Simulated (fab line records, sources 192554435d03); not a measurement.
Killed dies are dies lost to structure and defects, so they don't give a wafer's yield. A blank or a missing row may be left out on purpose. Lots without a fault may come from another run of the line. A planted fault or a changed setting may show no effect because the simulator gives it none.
Which tool did it? | flow n5_finfet | 11 lots, 32 wafers sampled, at 1 step of a route of 1938

WHAT THE GAUGES READ, wafer by wafer
N5_BEOL_M8_OVL_MEAS_29.
lot  | measured     | on         | V7_OVL (nm)
L516 | day 11 07:32 | overlay-01 | -0.4 0.0 -1.2
L517 | day 12 02:31 | overlay-01 | 1.2 1.0 0.5
L515 | day 12 08:58 | overlay-02 | 0.4 0.6
L527 | day 14 17:19 | overlay-01 | 1.1 1.2 1.4
L531 | day 15 06:40 | overlay-01 | 0.4 0.2 0.3
L534 | day 15 16:56 | overlay-01 | 0.0 0.0 0.0
L530 | day 15 16:58 | overlay-02 | 1.5 -0.1 0.2
L533 | day 16 05:01 | overlay-02 | 0.7 0.8 0.6
L536 | day 17 03:06 | overlay-02 | 0.2 1.2 0.9
L535 | day 17 03:16 | overlay-02 | 0.5 0.9 2.1
L537 | day 18 06:20 | overlay-02 | 0.6 1.2 1.4

WHICH TOOL RAN EACH LOT (tool, then ch and the chambers of the sampled wafers, then the start)
The record holds no process step before these readings.

THE ANSWER, worked out from the rows above alone
Rule: what is usual is taken from the lots themselves. Put in order of their means at a reading, lots are off if they are a third of the lots or fewer, leave a main group of 4 or more, and stand apart from it by a gap of 3 or more times the standard deviation of the main group's means; of several such gaps the widest counts. A main group whose means are all the same, to the digits that the tables above print for the reading, isn't used. A lot without any number at a reading at which 4 lots or more have one is off too. The other lots that the step has rows for count as sound.
No lot is off at any reading shown: from this, nothing can be told.

WHAT THE SIMULATOR HAD PUT IN
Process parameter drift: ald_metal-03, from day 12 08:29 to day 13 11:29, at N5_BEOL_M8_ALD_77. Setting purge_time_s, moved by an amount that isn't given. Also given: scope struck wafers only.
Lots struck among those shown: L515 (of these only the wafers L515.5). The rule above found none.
